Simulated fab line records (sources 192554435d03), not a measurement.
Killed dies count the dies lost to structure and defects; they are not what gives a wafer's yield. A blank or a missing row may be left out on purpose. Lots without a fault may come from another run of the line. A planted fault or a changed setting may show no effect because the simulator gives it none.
A struck lot beside a sound one | flow n5_finfet | 37 out of 1938 route steps
Sound: these wafers, L433.2, L433.3, L433.6. Wafers L418.1, L418.4, L418.5 were the ones struck. The cause is named last.
At each step with rows: each side's tool, then ch and its chambers, then its first start. Under that, the readings that differ: sound wafers | struck wafers | difference of the means | sigmas: that difference in standard deviations of wafers without a fault.
alike: readings with means less than 2 such deviations apart, plus words and numbers identical on both sides. not compared: withheld readings, readings lacking a value on some wafer, bounds such as >300 that could conceal the same value, and numbers that have no deviation in the record and whose values overlap.
Wherever a step has rows on one side only, a row that says differs or no value, or a row with sigmas, the two part there. Numbers that don't overlap but have no deviation are shown without sigmas and don't part them. A reading missing from all wafers of one side parts the sides only when that side holds two or more wafers.

first, 9 steps without rows for these wafers: N5_HKMG_FIN_PEB_47 (peb time 60 s); N5_HKMG_FIN_DEVELOP_48 (develop time 30 s); N5_HKMG_FIN_DESCUM_53 (chemistry O2, time 7.9 s); N5_HKMG_FIN_ETCH_54 (etches SiARC in CF4, target depth 45.5 nm, time 75.8 s); N5_HKMG_FIN_ETCH_55 (etches SOC in N2/H2, target depth 240 nm, time 300 s); N5_HKMG_FIN_STRIP_56 (strips in N2/H2); N5_HKMG_FIN_STRIP_57 (strips in CF4); N5_HKMG_FIN_ETCH_58 (etches SOC in N2/H2, target depth 215.8 nm, time 741 s); N5_HKMG_FIN_STRIP_93 (strips SOC in N2/H2, time 20 s).
N5_HKMG_FIN_WET_ETCH_76: etches Al2O3 in dNH4OH, stops on La2O3, target depth 2.25 nm, rinse time 30 s.
  sound on wet_bench-05 ch 4,5,6, day 8 23:58; struck on wet_bench-05 ch 0,3,5, day 5 06:22
  no value came back on the struck wafers for bath_heat_duty_pct (%), rinse_temp_c (C); on the sound wafers bath_heat_duty_pct (%) reads 7.0 4.9 7.2
then, 25 steps without rows for these wafers: N5_HKMG_FIN_STRIP_60 (strips in N2/H2, time 360 s); N5_HKMG_FIN_WET_ETCH_77 (etches La2O3 in dHCl, stops on HfO2, target depth 2 nm); N5_HKMG_FIN_WET_ETCH_78 (etches Al2O3 in dNH4OH, stops on La2O3, target depth 4.5 nm, rinse time 30 s); N5_HKMG_FIN_ALD_79 (deposits TiN, target thk 1.5 nm, pulse time 1 s, purge time 3 s); N5_HKMG_FIN_CVD_62 (deposits a-Si from Si2H6, target thk 3 nm, time 20.8 s); N5_HKMG_FIN_RTA_80 (time 2 s); N5_HKMG_FIN_PRECLEAN_64 (cleans in dHF, time 30 s); N5_HKMG_FIN_WET_ETCH_65 (etches a-Si in TMAH, stops on TiN, time 49 s, target depth 3 nm); N5_HKMG_FIN_WET_ETCH_81 (etches TiN in SC1, stops on HfO2, time 57 s, target depth 6 nm); N5_HKMG_FIN_WET_ETCH_82 (etches La2O3 in dHCl, stops on HfO2, target depth 2 nm, rinse time 30 s); N5_HKMG_FIN_ALD_36 (deposits TiN, target thk 1 nm, pulse time 1 s, purge time 3 s); N5_HKMG_FIN_PWFM_ALD_03 (deposits TiN, target thk 2 nm, pulse time 1 s, purge time 3 s); N5_HKMG_FIN_COAT_29 (time 60 s, resist thk 300 nm); N5_HKMG_FIN_COAT_30 (time 60 s, resist thk 35 nm); N5_HKMG_FIN_COAT_06 (resist thk 90 nm); N5_HKMG_FIN_EBR_08; N5_HKMG_FIN_SOFTBAKE_07 (time 60 s); N5_HKMG_FIN_EXPOSE_09 (exposes mask NWFM); N5_HKMG_FIN_PEB_10 (peb time 60 s); N5_HKMG_FIN_DEVELOP_11 (develop time 30 s); N5_HKMG_FIN_DESCUM_17 (chemistry O2, time 7.9 s); N5_HKMG_FIN_ETCH_31 (etches SiARC in CF4, target depth 45.5 nm, time 75.8 s); N5_HKMG_FIN_ETCH_32 (etches SOC in N2/H2, target depth 240 nm, time 300 s); N5_HKMG_FIN_STRIP_33 (strips in N2/H2); N5_HKMG_FIN_STRIP_34 (strips in CF4).
-- record jumps: 4 days separate the struck wafers' starts on either side; left off in module HKMG_FIN, taken up again in module BEOL_M4, whose first shown step is the route's number 1111 --
N5_BEOL_M4_RC_MEAS_101:
  sound on prober-01 ch 0, day 12 22:34; struck on prober-01 ch 0, day 9 09:37
  reading             | sound                      | struck                    | difference | sigmas
  IOFF_N (nA/um)      | 0.166 0.193 0.201          | 33.522 33.175 34.835      | +33.657    | +99 or more
  IOFF_N_85C (nA/um)  | 3.2 3.6 3.8                | 271.6 273.8 282.5         | +272.4     | +99 or more
  IOFF_N_LIN (nA/um)  | 0.077 0.087 0.090          | 15.540 15.270 15.816      | +15.457    | +99 or more
  IOFF_N_LONG (nA/um) | 5.52e-05 5.42e-05 5.45e-05 | 0.010377 0.01022 0.010225 | +0.010219  | +99 or more
  ION_N (uA/um)       | 674 688 686                | 960 947 949               | +269       | +24
  VT_N (mV)           | 248.7 249.4 247.1          | 98.1 98.5 98.1            | -150.2     | -60
  VT_N_LONG (mV)      | 274.3 275.7 274.6          | 124.7 125.3 123.9         | -150.2     | -72
  VT_P_LVT (mV)       | -99.3 -96.1 -97.4          | -253.3 -251.5 -249.6      | -153.9     | -57
  alike: DIBL_N, DIBL_P, IOFF_P, ION_P, SS_N, SS_P, VT_P
-- record jumps: 4 days separate the struck wafers' starts on either side; left off in module BEOL_M4, taken up again in module PASSIVATION, whose first shown step is the route's number 1936 --
N5_PASSIVATION_PROBE_49:
  sound on prober-01, day 17 16:40; struck on prober-01, day 13 14:20
  reading                | sound          | struck            | difference | sigmas
  sort_bin_4_leakage (%) | 0 0 0          | 92.12 91.78 93.14 | +92.35     |
  sort_n_pass            | 1064 1102 1098 | 0 0 0             | -1088      | -57
  sort_yield_pct (%)     | 90.2 93.4 93.1 | 0 0 0             | -92        | -58
  alike: defect_limited_yield, killed_at_M0_to_M3, killed_at_M4_up, killed_at_contacts, killed_at_front_end, killed_at_other, killed_dies, killed_on_rim, killed_open, killed_short, sort_bin_5_function, sort_bin_6_memory

== WHERE THEY PART ==
At N5_HKMG_FIN_WET_ETCH_76 first; at N5_PASSIVATION_PROBE_49 last (within this record only).

WHY: the cause the simulator had injected
Beginning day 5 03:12, the whole step at N5_HKMG_FIN_WET_ETCH_76 was skipped on wet_bench-05. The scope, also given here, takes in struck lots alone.
